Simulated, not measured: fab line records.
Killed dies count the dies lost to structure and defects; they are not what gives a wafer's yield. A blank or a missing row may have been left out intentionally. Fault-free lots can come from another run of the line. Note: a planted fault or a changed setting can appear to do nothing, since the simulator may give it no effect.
A struck lot beside a sound one :: flow nand-harc :: 14 out of 1302 route steps
Sound: the wafers L722.1, L722.2, L722.4. Wafers L730.3, L730.4, L730.5 were the ones struck. The cause is named last.
At each step with rows: each side's tool, then ch and its chambers, then its first start. Under that, the readings that differ: sound wafers :: struck wafers :: difference of the means :: sigmas: that difference in standard deviations of wafers without a fault.
alike: a reading whose means differ by less than 2 such deviations, as well as words and numbers matching on both sides. not compared: withheld readings; readings where some wafer has no value; bounds like >300 that might hide an equal value; numbers whose values overlap and for which the record gives no deviation.
Wherever a step has rows on one side only, a row that says differs or no value, or a row with sigmas, the two part there. Non-overlapping numbers with no deviation appear without sigmas and do not part them. A reading that every wafer of one side lacks parts them only if that side has two wafers or more.

NHARC_P_M0_CMP_23: polishes, t overpolish 20 s, target thk 117.54 nm.
  sound on cmp-03 ch 0,1,2, day 11 01:32; struck on cmp-03 ch 0,1,3, day 14 13:23
  alike: motor-current-A, time-to-endpoint-s
NHARC_P_M0_THK_MEAS_24: measures by xrf.
  sound on film-metro-02, day 11 01:52; struck on film-metro-01, day 14 13:41
  alike: thk-nm
following that, these wafers have no rows for 1 step: NHARC_P_M0_SRD_25.
NHARC_P_M0_INSPECT_27:
  sound on defect-inspect-02, day 11 02:01; struck on defect-inspect-02, day 14 13:51
reading: raw-defect-count
sound: 207 270 302
struck: 503 389 637
difference: +250
sigmas: +2
NHARC_P_M0_PRE_CLEAN_31: time 12 s.
  sound on pecvd-02 ch 0,1, day 11 02:05; struck on pecvd-01 ch 0,2, day 14 13:56
  alike: heater-power-w
  not compared: since-wet-clean-h
NHARC_P_M0_DEP_32: deposits SiCN, target thk 30 nm.
  sound on pecvd-02 ch 0,1, day 11 02:10; struck on pecvd-01 ch 0,2, day 14 14:02
  alike: chamber-pressure-Torr, heater-power-w
  not compared: since-wet-clean-h
then, 5 steps without rows for these wafers: NHARC_P_M1_DEP_00 (deposits SiOC, target thk 182.5 nm); NHARC_P_M1_DEHYDRATE_01 (time 120 s); NHARC_P_M1_HMDS_02 (time 30 s); NHARC_P_M1_COAT_34 (time 65 s); NHARC_P_M1_COAT_03 (resist thk 90 nm).
NHARC_P_M1_SOFTBAKE_04: time 55 s.
  sound on litho-track-01 ch 0, day 11 02:00; struck on litho-track-01 ch 0, day 14 14:00
reading: heater-power-total-W (W)
sound: 188.34 188.33 188.73
struck: 190.99 191.34 191.00
difference: +2.64
sigmas: +18
following that, these wafers have no rows for 1 step: NHARC_P_M1_EBR_05.
-- the record jumps here: 18 days lie between the struck wafers' starts before and after (it left off in module P_M1 and takes up again in module END, whose first step shown is number 1302 of the route) --
NHARC_END_SORT_01:
  sound on prober-01 ch 0, day 29 09:50; struck on prober-02 ch 0, day 32 22:47
reading: defect-limited-yield (%)
sound: 90.0 91.3 88.9
struck: 95.3 95.3 95.6
difference: +5.3
sigmas: +2

reading: killed-at-array
sound: 63 54 71
struck: 28 29 27
difference: -35
sigmas: -2

reading: killed-dies
sound: 68 59 75
struck: 32 32 30
difference: -36
sigmas: -2

reading: sort_bin_4_pct (%)
sound: 5.8 6.4 7.1
struck: 3.2 2.5 2.4
difference: -3.7
sigmas: -3

reading: sort-n-pass
sound: 609 618 602
struck: 645 645 647
difference: +36
sigmas: +2

reading: sort-yield-pct (%)
sound: 90.0 91.3 88.9
struck: 95.3 95.3 95.6
difference: +5.3
sigmas: +2
  alike: killed-at-other, killed-at-periphery, killed-open, killed-short, sort_bin_2_pct, sort_bin_3_pct, sort-rim-yield-pct

## WHERE THEY PART
Last at NHARC_END_SORT_01 as far as this record goes, first at NHARC_P_M0_INSPECT_27.

WHY: the cause the simulator had injected
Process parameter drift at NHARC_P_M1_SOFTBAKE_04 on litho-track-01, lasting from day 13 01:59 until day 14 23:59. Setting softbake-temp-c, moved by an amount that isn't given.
